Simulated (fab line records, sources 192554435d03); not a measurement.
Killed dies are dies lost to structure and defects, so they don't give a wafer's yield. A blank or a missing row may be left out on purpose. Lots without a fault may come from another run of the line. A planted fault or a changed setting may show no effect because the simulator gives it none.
Problem report in the 8D (eight disciplines) form, filled by code | flow n5_finfet | the parts of the form that need people (team, actions taken, sign-off) are left out

1. THE PROBLEM
spin_speed_rpm at N5_BEOL_M1_COAT_05 reads a mean of 1448.5 rpm on 9 wafers of 3 lots; wafers without a fault read 1500.1 rpm with a standard deviation of 1. That is -52 standard deviations from the usual mean.
The step: resist thk 30 nm.
First seen on wafer L684.1, day 8 08:37, on litho_track-01. The record holds 15 wafers of 5 lots with a number at this step. Rule for "out", or "out of limits": more than 4 standard deviations from the usual mean. The other wafers with a number count as sound.

2. WHAT IT IS AND WHAT IT IS NOT
question                    | is                     | is not
which readings at this step | spin_speed_rpm         | chill_plate_temp_C
which lots                  | L684, L687, L689       | L683, L696
which wafers of those lots  | all that have a number | -
read on which tools         | litho_track-01         | litho_track-02
when                        | from day 8 08:37       | up to then (3 sound wafers); but 3 sound wafers of L696 came after

3. SUSPECTS, AND WHAT RULES EACH OUT
Counting: a tool at a process step up to the reading stays a suspect if it ran every lot that is out and no sound lot after the first of them.
- litho_track-01 at N5_BEOL_M1_COAT_05 (resist thk 30 nm): kept. It ran every lot that is out, first L684 (day 8 08:37), and no sound lot after that; its last sound lot up to then is L683 (day 7 17:29). Its own readings are out on those wafers: spin_speed_rpm.
Left after counting: litho_track-01 at N5_BEOL_M1_COAT_05.

4. THE CAUSE (what the simulator had put in)
Process parameter drift: litho_track-01, from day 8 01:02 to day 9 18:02, at N5_BEOL_M1_COAT_05. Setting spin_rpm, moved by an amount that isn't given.
Counting left only this tool.

5. THE CHAIN OF EFFECTS, in route order
Each row: a reading whose mean over the struck wafers that have a number lies more than 3 standard deviations from the usual. Only readings for which the record gives a usual standard deviation are gone through. hours: the time from each lot's start at the first step in this table that gives one to its start at this step, as a median over the lots. sigmas: the change in usual standard deviations.
hours | step               | reading        | usual      | on struck wafers | change | sigmas
0     | N5_BEOL_M1_COAT_05 | spin_speed_rpm | 1500.1 rpm | 1448.5           | -51.6  | -52
The process steps in it:
- N5_BEOL_M1_COAT_05: resist thk 30 nm.
Later measuring or inspecting steps at which every struck wafer that the step has a row for has a number for every such reading, and none has moved that far: N5_BEOL_M4_RC_MEAS_101.

6. WHAT WOULD HAVE CAUGHT IT SOONER
In this record the first reading out of limits was taken at day 8 08:37, 8 hours after the fault began at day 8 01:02.
